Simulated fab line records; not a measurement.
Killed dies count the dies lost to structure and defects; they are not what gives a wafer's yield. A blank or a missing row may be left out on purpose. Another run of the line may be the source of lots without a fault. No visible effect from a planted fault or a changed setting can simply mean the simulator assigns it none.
Matching of chambers | flow n5Finfet | N5_BEOL_M15_ILD_DEP_00 on pecvd-02: 3 sister chambers
The step deposits SiO2 from TEOS/O2, target thk 1629.3 nm, time 346.1 s. 24 wafers are shown with their chamber, then 12 later ones without.

== WAFERS, EACH WITH ITS CHAMBER ==
wafer  | chamber | throttleValvePct (%) | showerheadPlenumPTorr (Torr) | heaterPowerW (W)
L074.2 | 2       | 17.2                 | 8.38                         | 438
L074.3 | 1       | 19.9                 | 8.33                         | 472
L074.4 | 1       | 19.9                 | 8.31                         | 545
L077.2 | 2       | 17.3                 | 8.36                         | 403
L077.3 | 0       | 20.4                 | 8.28                         | 740
L077.4 | 1       | 19.8                 | 8.34                         | 532
L079.1 | 1       | 20.0                 | 8.31                         | 513
L079.4 | 0       | 20.7                 | 8.28                         | 784
L079.6 | 1       | 19.9                 | 8.32                         | 416
L080.3 | 1       | 19.8                 | 8.34                         | 527
L080.4 | 0       | 20.6                 | 8.29                         | 623
L080.5 | 2       | 17.7                 | 8.37                         | 436
L082.1 | 0       | 20.7                 | 8.29                         | 650
L082.4 | 2       | 17.0                 | 8.36                         | 439
L082.6 | 1       | 19.8                 | 8.34                         | 543
L088.2 | 0       | 20.9                 | 8.26                         | 706
L088.5 | 1       | 19.7                 | 8.32                         | 550
L088.6 | 0       | 21.0                 | 8.25                         | 776
L090.2 | 0       | 20.5                 | 8.28                         | 806
L090.3 | 2       | 17.5                 | 8.38                         | 461
L090.6 | 2       | 17.4                 | 8.38                         | 331
L093.1 | 2       | 17.2                 | 8.36                         | 386
L093.5 | 1       | 19.9                 | 8.35                         | 562
L093.6 | 2       | 17.4                 | 8.39                         | 436

SIGNATURES, as means of the wafers listed above
reading               | chamber 0 | chamber 1 | chamber 2 | scatter within a chamber
throttleValvePct      | 20.686    | 19.856    | 17.337    | 0.176
showerheadPlenumPTorr | 8.2757    | 8.3289    | 8.3725    | 0.0138
heaterPowerW          | 726.43    | 517.78    | 416.25    | 52.8
Rule: a wafer lies at a distance from a chamber equal to the root of the sum of squares, over the readings, of (its reading less the chamber's mean, divided by the reading's scatter). The wafer belongs to the nearest chamber; if the next one is less than 2 further off, it can't be placed. The scatter: the root of (the sum of the squares of (reading less its chamber's mean) over the shown wafers, divided by (wafers less chambers)).

== WAFERS WITH NO CHAMBER GIVEN ==
wafer  | throttleValvePct (%) | showerheadPlenumPTorr (Torr) | heaterPowerW (W)
L092.2 | 17.3                 | 8.36                         | 357
L092.4 | 20.7                 | 8.25                         | 763
L092.5 | 20.0                 | 8.32                         | 576
L095.2 | 19.9                 | 8.33                         | 476
L095.4 | 20.7                 | 8.28                         | 632
L095.5 | 19.8                 | 8.34                         | 547
L096.1 | 17.4                 | 8.36                         | 407
L096.3 | 19.8                 | 8.33                         | 472
L096.6 | 17.5                 | 8.34                         | 452
L097.3 | 19.9                 | 8.31                         | 511
L097.4 | 17.6                 | 8.38                         | 323
L097.6 | 19.9                 | 8.32                         | 414

== WHICH CHAMBER EACH ONE RAN IN ==
wafer  | from the rows above | in truth
L092.2 | 2                   | 2
L092.4 | 0                   | 0
L092.5 | 1                   | 1
L095.2 | 1                   | 1
L095.4 | 0                   | 0
L095.5 | 1                   | 1
L096.1 | 2                   | 2
L096.3 | 1                   | 1
L096.6 | 2                   | 2
L097.3 | 1                   | 1
L097.4 | 2                   | 2
L097.6 | 1                   | 1
Correctly placed: 12 of 12. Can't be placed from these rows: 0. Placed wrongly: 0.
